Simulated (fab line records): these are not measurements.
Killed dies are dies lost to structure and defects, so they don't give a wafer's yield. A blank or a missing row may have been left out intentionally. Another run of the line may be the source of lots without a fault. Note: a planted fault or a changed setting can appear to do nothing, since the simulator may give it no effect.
fab line records    flow nand-harc    part 2 of 2: steps 24 to 38 of 38
[record] lots = 5  wafers = 15  last-day = 33
route steps=1302 shown A_BLC@1111 A_M0@1137
lots with no fault: from the same line, run without faults
start-h: start of the lot's first displayed wafer, in hours after the record's first day    wait-h: how many hours have passed since the lot's step before this one    " the same as in the row above    L1.1+2: a single row standing in for several wafers    - either no value or no given start    * or withheld: withheld    < > ~ a bound
route shown NAME@n: names a module that has steps shown in the file, with the first one's number in the route    usual: mean and standard deviation over wafers with no fault    same: alike in all rows    chamber/n: place in a boat    sites: each site's reading    _std_site: the standard deviation of these    _edge_site: the outer-site mean with the inner-site mean subtracted    radius-mm: for every site, how far away it sits from the centre of the wafer    mask NAME#n: copy n    behind: the tool/chamber that last shaped the wafer    hold: reason for holding the lot/hours on hold/outcome of the hold    device: names the non-switching transistor (n, p or np)    end of line: tests of these same wafers at the route's end    a step without rows: its recipe alone    killed: at the first sort, the dies lost to defects and structure; wafer yield is something else    map: shows each die of a wafer: x if killed, . if not, _ if none is there
set.NAME: setting as actually run; set.NAME@STEP: the setting as run at that earlier step    model.NAME: the simulator's own value behind a step, which no gauge read
lots at some steps of the route; a table a step, a row a wafer
services: a tool's chamber out of use, with start hour (start-h, from the record's first day; less than 0 if before it), hours out, and reason
[[steps]]
[step NHARC_A_BLC_SRD_27]
lot.wafer   tool          chamber  start-h  wait-h
L078.3+4+5  wet-bench-04  3,4,6    547.14   0.0
L083.1+5+6  wet-bench-06  0,1,5    611.81   0.0
L082.4+2+1  wet-bench-07  2,3,4    613.75   0.0
L089.1+4+2  wet-bench-04  3,4,5    667.08   0.0
L094.6+3+4  wet-bench-06  7,0,1    739.20   0.0
[step NHARC_A_BLC_INSPECT_28]
[usual] raw-defect-count = 542/130
lot.wafer  tool               chamber  start-h  wait-h  raw-defect-count
L078.3     defect-inspect-01  -        547.21   0.1     645
L078.4     "                  -        "        "       538
L078.5     "                  -        "        "       583
L083.1     defect-inspect-02  -        611.90   0.1     473
L083.5     "                  -        "        "       558
L083.6     "                  -        "        "       672
L082.1     defect-inspect-01  -        613.84   0.1     289
L082.2     "                  -        "        "       574
L082.4     "                  -        "        "       589
L089.1     defect-inspect-01  -        667.17   0.1     486
L089.2     "                  -        "        "       576
L089.4     "                  -        "        "       349
L094.3     defect-inspect-01  -        739.27   0.1     528
L094.4     "                  -        "        "       895
L094.6     "                  -        "        "       567
[step NHARC_A_M0_DEP_00]
[recipe] target-thk-a = 1500  target-thk-nm = 150  temp-c = withheld  pressure-torr = 5  flow-sccm = 200  rf-w = 600  material = SiOC
lot.wafer   tool      chamber  start-h  wait-h
L078.3+4+5  pecvd-04  0,2,0    547.33   0.1
L083.1+6+5  pecvd-04  2,2,0    612.01   0.1
L082.2+1+4  pecvd-02  1,2,0    613.90   0.1
L089.1+2+4  pecvd-03  2,0,1    667.23   0.1
L094.3+4+6  pecvd-04  1,2,0    739.83   0.6
[step NHARC_A_M0_DEHYDRATE_01]
[recipe] temp-c = 150  time-s = 120
lot.wafer   tool            chamber  start-h  wait-h
L078.3+4+5  litho-track-04  0        547.69   -
L083.1+5+6  litho-track-01  0        612.37   -
L082.1+2+4  litho-track-06  0        614.31   -
L089.1+2+4  litho-track-01  0        667.63   -
L094.3+4+6  litho-track-06  0        740.23   -
[step NHARC_A_M0_HMDS_02]
[recipe] time-s = 30
lot.wafer   tool            chamber  start-h  wait-h
L078.3+4+5  litho-track-04  0        -        -
L083.1+5+6  litho-track-01  0        -        -
L082.1+2+4  litho-track-06  0        -        -
L089.1+2+4  litho-track-01  0        -        -
L094.3+4+6  litho-track-06  0        -        -
[step NHARC_A_M0_COAT_33]
[recipe] temp-c = 200  time-s = 65
lot.wafer   tool            chamber  start-h  wait-h
L078.3+4+5  litho-track-04  0        -        -
L083.1+5+6  litho-track-01  0        -        -
L082.1+2+4  litho-track-06  0        -        -
L089.1+2+4  litho-track-01  0        -        -
L094.3+4+6  litho-track-06  0        -        -
[step NHARC_A_M0_COAT_03]
[recipe] spin-rpm = 1500  resist-thk-nm = 90
lot.wafer   tool            chamber  start-h  wait-h
L078.3+4+5  litho-track-04  0        -        -
L083.1+5+6  litho-track-01  0        -        -
L082.1+2+4  litho-track-06  0        -        -
L089.1+2+4  litho-track-01  0        -        -
L094.3+4+6  litho-track-06  0        -        -
[step NHARC_A_M0_SOFTBAKE_04]
[recipe] temp-c = 105  time-s = 55
lot.wafer   tool            chamber  start-h  wait-h
L078.3+4+5  litho-track-04  0        -        -
L083.1+5+6  litho-track-01  0        -        -
L082.1+2+4  litho-track-06  0        -        -
L089.1+2+4  litho-track-01  0        -        -
L094.3+4+6  litho-track-06  0        -        -
[step NHARC_A_M0_EBR_05]
lot.wafer   tool            chamber  start-h  wait-h
L078.3+4+5  litho-track-04  0        -        -
L083.1+5+6  litho-track-01  0        -        -
L082.1+2+4  litho-track-06  0        -        -
L089.1+2+4  litho-track-01  0        -        -
L094.3+4+6  litho-track-06  0        -        -
[step NHARC_A_M0_EXPOSE_06]
[recipe] na = 1.35  target-cd-nm = 80  dose-mj = 83.25  mask-id = A_M0
[usual] focus-offset-nm = 0.0/0.59  stage-vel-mm-s = 500.01/0.27
lot.wafer  tool             chamber  start-h  wait-h  mask    focus-offset-nm  stage-vel-mm-s
L078.3     arfi-scanner-01  0        547.99   -       A_M0#0  0.5              499.88
L078.4     "                0        "        "       A_M0#0  -0.7             500.16
L078.5     "                0        "        "       A_M0#0  -0.9             500.09
L083.1     arfi-scanner-01  0        612.66   -       A_M0#0  0.3              499.54
L083.5     "                0        "        "       A_M0#0  0.8              499.58
L083.6     "                0        "        "       A_M0#0  0.6              499.36
L082.1     arfi-scanner-02  0        614.60   -       A_M0#0  0.6              500.10
L082.2     "                0        "        "       A_M0#0  0.2              500.08
L082.4     "                0        "        "       A_M0#0  -0.3             499.97
L089.1     arfi-scanner-02  0        667.92   -       A_M0#0  0.4              500.26
L089.2     "                0        "        "       A_M0#0  0.5              500.66
L089.4     "                0        "        "       A_M0#0  0.5              500.34
L094.3     arfi-scanner-03  0        740.53   -       A_M0#0  0.1              499.69
L094.4     "                0        "        "       A_M0#0  -0.4             500.19
L094.6     "                0        "        "       A_M0#0  -0.3             499.99
[step NHARC_A_M0_PEB_07]
[recipe] peb-temp-c = 100  peb-time-s = 65
lot.wafer   tool            chamber  start-h  wait-h
L078.3+4+5  litho-track-06  0        548.04   0.0
L083.1+5+6  litho-track-04  0        612.72   0.1
L082.1+2+4  litho-track-04  0        614.66   0.1
L089.1+2+4  litho-track-04  0        667.98   0.1
L094.3+4+6  litho-track-01  0        740.58   0.0
[step NHARC_A_M0_DEVELOP_08]
[recipe] develop-time-s = 35  dev-temp-c = 23
lot.wafer   tool            chamber  start-h  wait-h
L078.3+4+5  litho-track-06  0        -        -
L083.1+5+6  litho-track-04  0        -        -
L082.1+2+4  litho-track-04  0        -        -
L089.1+2+4  litho-track-04  0        -        -
L094.3+4+6  litho-track-01  0        -        -
[step NHARC_A_M0_CD_MEAS_09]
[recipe] target-cd-nm = 80  landing-energy-ev = 500
[usual] cd-nm = 79.6/0.7
lot.wafer  tool       chamber  start-h  wait-h  cd-nm
L078.3     cd-sem-01  0        548.12   -       78.7
L078.4     "          0        "        "       79.0
L078.5     "          0        "        "       79.0
L083.1     cd-sem-01  0        612.80   -       80.9
L083.5     "          0        "        "       80.2
L083.6     "          0        "        "       80.1
L082.1     cd-sem-03  0        614.74   -       80.8
L082.2     "          0        "        "       80.6
L082.4     "          0        "        "       80.7
L089.1     cd-sem-01  0        668.06   -       80.5
L089.2     "          0        "        "       80.2
L089.4     "          0        "        "       80.1
L094.3     cd-sem-03  0        740.67   -       79.8
L094.4     "          0        "        "       79.2
L094.6     "          0        "        "       79.2
[step NHARC_A_M0_OVL_MEAS_10]
[recipe] pitch-nm = 160
[usual] overlay-x-nm = -0.2/0.92  overlay-y-nm = 0.0/0.8
lot.wafer  tool        chamber  start-h  wait-h  overlay-x-nm  overlay-y-nm
L078.3     overlay-01  -        548.21   -       -1.7          -0.2
L078.4     "           -        "        "       -1.2          -0.5
L078.5     "           -        "        "       -0.9          -0.5
L083.1     overlay-01  -        612.89   -       1.2           -0.1
L083.5     "           -        "        "       0.3           -0.3
L083.6     "           -        "        "       0.2           -0.4
L082.1     overlay-02  -        614.83   -       0.7           -1.4
L082.2     "           -        "        "       1.2           -0.9
L082.4     "           -        "        "       0.7           -0.7
L089.1     overlay-02  -        668.15   -       -1.4          -1.1
L089.2     "           -        "        "       -1.6          -0.8
L089.4     "           -        "        "       -1.9          -0.6
L094.3     overlay-02  -        740.75   -       -0.4          1.5
L094.4     "           -        "        "       -1.0          1.6
L094.6     "           -        "        "       -0.5          1.0
[step NHARC_A_M0_INSPECT_11]
[usual] raw-defect-count = 80/32
lot.wafer  tool               chamber  start-h  wait-h  raw-defect-count
L078.3     defect-inspect-01  -        548.24   0.0     106
L078.4     "                  -        "        "       85
L078.5     "                  -        "        "       99
L083.1     defect-inspect-02  -        612.93   0.0     145
L083.5     "                  -        "        "       136
L083.6     "                  -        "        "       137
L082.1     defect-inspect-02  -        614.86   0.0     42
L082.2     "                  -        "        "       34
L082.4     "                  -        "        "       27
L089.1     defect-inspect-02  -        668.19   0.0     49
L089.2     "                  -        "        "       58
L089.4     "                  -        "        "       55
L094.3     defect-inspect-01  -        740.79   0.0     116
L094.4     "                  -        "        "       108
L094.6     "                  -        "        "       115
[[services]]
tool            chamber  start-h  hours  kind
rie-diel-12     0        526.03   5.7    repair
cmp-02          -        526.50   4.0    pm
pvd-sputter-03  -        527.66   10.0   pm
litho-track-06  -        529.00   7.0    pm
rie-diel-04     -        531.90   9.0    pm
rie-diel-12     0        536.48   5.4    repair
pvd-sputter-03  -        545.48   1.8    repair
pvd-sputter-03  -        550.24   2.5    repair
litho-track-04  -        553.00   7.0    pm
pvd-sputter-01  -        582.00   10.0   pm
rie-diel-04     1        584.49   7.1    repair
rie-diel-12     -        590.55   0.9    repair
rie-diel-04     0        603.18   10.1   repair
rie-diel-12     -        625.27   9.0    pm
pvd-sputter-01  -        626.25   14.6   repair
cvd-w-02        -        631.15   13.0   pm
pvd-sputter-03  -        636.28   0.8    repair
litho-track-01  -        680.00   7.0    pm
rie-diel-04     -        695.62   0.9    repair
litho-track-06  -        704.00   7.0    pm
pvd-sputter-03  -        705.66   10.0   pm
rie-diel-04     -        708.90   9.0    pm
cvd-w-02        0        712.23   1.6    repair
litho-track-04  -        728.00   7.0    pm
